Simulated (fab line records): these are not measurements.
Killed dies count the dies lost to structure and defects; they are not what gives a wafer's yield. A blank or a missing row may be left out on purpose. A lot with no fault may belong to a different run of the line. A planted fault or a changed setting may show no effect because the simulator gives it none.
Code-filled problem report in 8D (eight disciplines) form ; flow n5Finfet ; the parts of the form that need people (team, actions taken, sign-off) are left out

== 1. WHAT WENT WRONG ==
At N5_BEOL_M11_COAT_05, spinSpeedRpm averages 773.2 rpm over 6 wafers from 2 lots, while fault-free wafers read 1499.8 rpm, standard deviation 0.93. So: -99 or more standard deviations from the usual mean.
The step: resist thk 90 nm.
The first sign was on wafer L718.1 at day 13 08:46, on lithoTrack-02. The record holds 12 wafers of 4 lots with a number at this step. Rule for "out", or "out of limits": more than 4 standard deviations from the usual mean. The rest of the wafers with a number are treated as sound.

== 2. WHAT THIS IS AND IS NOT ==
question;is;is not
which readings at this step;spinSpeedRpm;exhaustPa
which lots;L718, L721;L716, L732
which wafers of those lots;all that have a number;-
read on which tools;lithoTrack-02;lithoTrack-04
when;from day 13 08:46;"up to then (3 sound wafers); but 3 sound wafers of L732 came after"

== 3. SUSPECTS, AND WHAT RULES EACH OUT ==
Counting: any tool at a process step up to the reading is kept as a suspect provided that every lot that is out went through it and no sound lot did after the first of them.
- lithoTrack-02 at N5_BEOL_M11_COAT_05 (resist thk 90 nm): kept. It ran every lot that is out, first L718 (day 13 08:46), and no sound lot after that; its last sound lot up to then is L716 (day 12 15:26). Its own readings are out on those wafers: spinSpeedRpm.
Left after counting: lithoTrack-02 at N5_BEOL_M11_COAT_05.

== 4. THE CAUSE (what the simulator had put in) ==
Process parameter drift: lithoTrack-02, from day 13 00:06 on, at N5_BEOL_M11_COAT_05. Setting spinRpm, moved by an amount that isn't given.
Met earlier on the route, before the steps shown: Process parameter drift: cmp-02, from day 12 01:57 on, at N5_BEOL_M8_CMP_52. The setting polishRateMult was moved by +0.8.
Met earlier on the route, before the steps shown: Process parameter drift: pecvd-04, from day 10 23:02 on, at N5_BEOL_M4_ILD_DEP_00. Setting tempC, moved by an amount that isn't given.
Counting left only this tool.

== 5. THE CHAIN OF EFFECTS, in route order ==
Each row: a reading where the mean over the struck wafers with a number is more than 3 standard deviations away from the usual. Scope: only readings with a usual standard deviation given in the record; hours: median across lots of the time from each lot's start at the first step in this table that gives one to its start at this step; sigmas: change in usual standard deviations.
hours;step;reading;usual;on struck wafers;change;sigmas
0;N5_BEOL_M11_COAT_05;spinSpeedRpm;1499.8 rpm;773.2;-726.6;-99 or more
It contains these process steps:
- N5_BEOL_M11_COAT_05: resist thk 90 nm.

== 6. WHAT WOULD HAVE CAUGHT IT SOONER ==
The fault began at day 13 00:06; the first out-of-limits reading in this record came at day 13 08:46, 9 hours later.
